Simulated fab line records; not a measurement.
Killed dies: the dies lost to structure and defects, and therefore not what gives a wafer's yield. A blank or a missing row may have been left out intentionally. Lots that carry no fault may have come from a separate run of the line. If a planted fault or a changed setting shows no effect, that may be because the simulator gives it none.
Struck lot and sound lot, side by side / flow nand_harc / 15 steps out of a route of 1159
Sound: the wafers L452.2, L452.3, L452.4. Struck: wafer L467.2. (L467.1, L467.4 of the same lot were not struck and are left out.) The cause comes at the end.
At each step with rows: each side's tool, then ch and its chambers, then its first start. Under that, the readings that differ: sound wafers / struck wafers / difference of the means / sigmas: that difference in standard deviations of wafers without a fault.
alike: same words and numbers on both sides, and readings whose means sit less than 2 such deviations apart. not compared: any withheld reading, any reading some wafer has no value for, any bound like >300 that may hide the same value, and any number with overlapping values for which the record gives no deviation.
Wherever a step has rows on one side only, a row that says differs or no value, or a row with sigmas, the two part there. Numbers that don't overlap but have no deviation are shown without sigmas and don't part them. Lack of a reading on every wafer of one side parts them only where that side has two or more wafers.

NHARC_A_CHANNEL_HOLE_D1_ETCH_19: etches the open film in C4F8/O2/Ar, time 34.5 s.
  sound on har_etch-02 ch 0,1, day 8 06:18; struck on har_etch-02 ch 1, day 12 20:19
reading=chamber_pressure_mTorr (mTorr); sound=15.011 14.999 15.013; struck=14.975; difference=-0.033; sigmas=-2
  alike: drypump_motor_current_A, he_backside_leak_sccm, mfc_ar_sccm, showerhead_plenum_p_Torr, throttle_valve_pct
  not compared: rf_hours_counter_h
then, 4 steps without rows for these wafers: NHARC_A_CHANNEL_HOLE_D1_ETCH_20 (etches the open film in C4F8/O2/Ar, time 361.9 s, target depth 1600 nm); NHARC_A_CHANNEL_HOLE_D1_ETCH_21 (etches the open film in C4F8/O2/Ar, time 514.3 s, target depth 1600 nm); NHARC_A_CHANNEL_HOLE_D1_ETCH_22 (etches the open film in C4F8/O2/Ar, time 666.7 s, target depth 1600 nm); NHARC_A_CHANNEL_HOLE_D1_ETCH_23 (etches the open film in C4F8/O2/Ar, time 819 s, target depth 1600 nm).
NHARC_A_CHANNEL_HOLE_D1_ETCH_24: etches the open film in C4F8/O2/Ar, time 906.2 s, target depth 1500 nm.
  sound on har_etch-02 ch 0,1, day 8 08:33; struck on har_etch-02 ch 1, day 12 22:26
  alike: chamber_pressure_mTorr, drypump_motor_current_A, he_backside_leak_sccm, mfc_ar_sccm, showerhead_plenum_p_Torr, throttle_valve_pct
  not compared: rf_hours_counter_h
NHARC_A_CHANNEL_HOLE_D1_ETCH_25: etches the open film in C4F8/O2/Ar, time 1040.2 s, target depth 1500 nm.
  sound on har_etch-02 ch 0,1, day 8 09:20; struck on har_etch-02 ch 1, day 12 23:13
  alike: chamber_pressure_mTorr, drypump_motor_current_A, he_backside_leak_sccm, mfc_ar_sccm, showerhead_plenum_p_Torr, throttle_valve_pct
  not compared: rf_hours_counter_h
NHARC_A_CHANNEL_HOLE_D1_ETCH_26: etches the open film in C4F8/O2/Ar, time 224.1 s, target depth 300 nm.
  sound on har_etch-02 ch 0,1, day 8 10:08; struck on har_etch-02 ch 1, day 13 00:07
reading=mfc_ar_sccm (sccm); sound=373.3 374.3 375.6; struck=376.7; difference=+2.3; sigmas=+2
  alike: chamber_pressure_mTorr, drypump_motor_current_A, he_backside_leak_sccm, showerhead_plenum_p_Torr, throttle_valve_pct
  not compared: rf_hours_counter_h
NHARC_A_CHANNEL_HOLE_D1_ETCH_33: etches the open film in C4F8/O2/Ar, time 90 s, target depth 400 nm.
  sound on har_etch-02 ch 0,1, day 8 10:19; struck on har_etch-02 ch 1, day 13 00:19
reading=mfc_ar_sccm (sccm); sound=373.4 374.9 375.0; struck=377.5; difference=+3.1; sigmas=+3
  alike: chamber_pressure_mTorr, drypump_motor_current_A, he_backside_leak_sccm, showerhead_plenum_p_Torr, throttle_valve_pct
  not compared: rf_hours_counter_h
then, 3 steps without rows for these wafers: NHARC_A_CHANNEL_HOLE_D1_STRIP_41 (strips in N2/H2); NHARC_A_CHANNEL_HOLE_D1_STRIP_42 (strips in CF4/CHF3); NHARC_A_CHANNEL_HOLE_D1_STRIP_43 (strips in O2/COS).
NHARC_A_CHANNEL_HOLE_D1_ETCH_44: etches the open film in CF4/O2, target depth 140 nm, overetch 14 nm, time 77 s.
  sound on rie_diel-08 ch 1,2,3, day 8 11:02; struck on rie_diel-08 ch 0, day 13 01:04
reading=oes_product_au (a.u.); sound=0.997 1.013 0.992; struck=0.906; difference=-0.095; sigmas=-6
reading=rf_hours_counter_h (h); sound=2.8 2.6 2.9; struck=9.5; difference=+6.7; sigmas=
  alike: chamber_pressure_mTorr, drypump_motor_current_A, mfc_ar_sccm, oes_ar_750_au, rf_vpp_V, showerhead_plenum_p_Torr, throttle_valve_pct
then, 1 step without rows for these wafers: NHARC_A_CHANNEL_HOLE_D1_STRIP_27 (strips in O2).
-- the record jumps here: 11 days lie between the struck wafers' starts before and after (it left off in module A_CHANNEL_HOLE_D1 and takes up again in module END, whose first step shown is number 1159 of the route) --
NHARC_END_SORT_01:
  only the struck wafers appear in the record here, on prober-01 ch 0 at day 24 06:33; the sound ones have no rows

## WHERE THEY PART
At NHARC_A_CHANNEL_HOLE_D1_ETCH_19 first; at NHARC_END_SORT_01 last (within this record only).

WHY: what had been put in by the simulator
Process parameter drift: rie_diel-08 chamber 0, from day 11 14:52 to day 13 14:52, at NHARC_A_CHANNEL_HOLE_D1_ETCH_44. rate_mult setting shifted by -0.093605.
